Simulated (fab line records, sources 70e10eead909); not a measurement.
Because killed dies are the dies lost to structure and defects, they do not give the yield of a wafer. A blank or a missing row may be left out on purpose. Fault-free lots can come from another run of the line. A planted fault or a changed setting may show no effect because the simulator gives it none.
What tool caused it?	flow nand harc	12 lots with 36 wafers sampled at 2 steps, on a route of 1159 steps

WHAT EACH GAUGE READ, for each wafer
NHARC_P_M1_INSPECT_11.
lot	measured	on	raw defect count
L076	day 6 09:47	defect inspect-01	2 5 5
L077	day 6 14:28	defect inspect-01	8 6 7
L079	day 7 04:52	defect inspect-01	3 4 7
L081	day 7 14:08	defect inspect-02	6 4 2
L083	day 8 05:07	defect inspect-01	2 0 3
L084	day 8 14:30	defect inspect-02	1 2 2
L087	day 9 05:02	defect inspect-02	6 4 5
L089	day 10 02:47	defect inspect-01	1 3 5
L090	day 10 06:56	defect inspect-02	3 2 7
L093	day 10 12:26	defect inspect-01	0 4 3
L095	day 11 10:48	defect inspect-02	9 1 6
L097	day 11 16:41	defect inspect-02	5 2 3

WHAT TOOL EACH LOT RAN ON (gives the tool, then ch and the chambers of the sampled wafers, and finally the start)
lot	NHARC_P_M0_ETCH_34
L076	rie diel-05 ch 0,1,2, day 6 05:50
L077	rie diel-01 ch 0,1,3, day 6 10:28
L079	rie diel-05 ch 1,2, day 7 00:56
L081	rie diel-01 ch 0,1, day 7 10:13
L083	rie diel-01 ch 0,1, day 8 01:13
L084	rie diel-01 ch 0,1,2, day 8 10:36
L087	rie diel-05 ch 2,3, day 9 01:16
L089	rie diel-12 ch 0,3, day 9 23:02
L090	rie diel-01 ch 0,1, day 10 02:49
L093	rie diel-12 ch 0,3, day 10 08:15
L095	rie diel-01 ch 0,3, day 11 07:02
L097	rie diel-05 ch 1,2,3, day 11 12:47
- NHARC_P_M0_ETCH_34: etches the open film in N2/H2, target depth 40 nm, overetch 12 nm, time 43.94 s.

THE ANSWER, worked out from the rows above alone
Rule: usual is defined by the lots themselves. The widest of any qualifying gaps counts: lots, ordered by their means at a reading, are off when they make up no more than a third of the lots, leave a main group of 4 or more, and stand apart from it by 3 or more times the standard deviation of that group's means. A main group whose means are all the same, to the digits that the tables above print for the reading, isn't used. A lot without any number at a reading at which 4 lots or more have one is off too. Any other lot the step has rows for is counted as sound.
Nothing can be told from this: no lot is off at any reading shown.

WHAT HAD BEEN PUT IN BY THE SIMULATOR
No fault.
